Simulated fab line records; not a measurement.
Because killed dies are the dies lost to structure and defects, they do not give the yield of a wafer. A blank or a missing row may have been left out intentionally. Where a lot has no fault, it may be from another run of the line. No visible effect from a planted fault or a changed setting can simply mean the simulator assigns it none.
A single fault, viewed from 2 desks -- flow nand harc -- each desk holds nothing but its own numbers, with what lay behind them at the end

## THE DEFECT DESK
Per lot, the means of the sampled wafers with a number show what the inspections along the route counted. A lot is out of limits, marked OUT, if its mean lies more than 4 standard deviations from the usual mean; the brackets give that distance.
Columns: A = raw defect count at NHARC_A_CONTACT_INSPECT_23, usual 509
lot,first seen here,A
L906,day 24 21:59,632
L909,day 25 07:46,606
L912,day 26 05:25,423
L914,day 27 11:56,726
L915,day 27 13:40,552
L916,day 28 09:55,485
L920,day 28 20:54,441
L919,day 28 22:41,426
L922,day 30 08:22,500
L923,day 31 00:58,566
L925,day 31 10:48,373
L926,day 31 13:26,643
This desk found nothing out of limits on any of the 12 lots.

## FOR THE TOOL OWNER'S DESK: litho track-06
The tool's own readings at NHARC_A_BLC_SOFTBAKE_05 (time 55 s): means of the sampled wafers that have a number, for each lot that ran on this tool. A lot is out of limits, marked OUT, if its mean lies more than 4 standard deviations from the usual mean; the brackets give that distance.
Columns: A = chill plate temp C at NHARC_A_BLC_SOFTBAKE_05, usual 23.00 C; B = heater power total W at NHARC_A_BLC_SOFTBAKE_05, usual 188.44 W
lot,first seen here,A,B
L912,day 26 05:00,22.90,188.53
L915,day 27 13:00,23.08,182.72 (-41) OUT
L916,day 28 09:00,22.92,182.75 (-41) OUT
L923,day 31 01:00,23.14,188.49
This desk's finding: out of limits on L915, L916; first on L915, day 27 13:00 (heater power total W at NHARC_A_BLC_SOFTBAKE_05). Within limits: L912, L923.

## TAKEN TOGETHER
On L915, L916, at day 27 13:00, an alarm was possible from the tool owner's desk.
Nothing the defect desk looked at was out of limits.
The defect desk has L915, L916 on record, within its limits.
Every lot named ran NHARC_A_BLC_SOFTBAKE_05 on litho track-06.

## WHAT THE SIMULATOR PUT IN
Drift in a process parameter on litho track-06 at NHARC_A_BLC_SOFTBAKE_05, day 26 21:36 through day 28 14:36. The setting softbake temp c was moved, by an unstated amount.
Shown lots that were struck: L915, L916.
Time in hours from fault onset to the first out-of-limits reading at each desk: the tool owner's desk, 15.
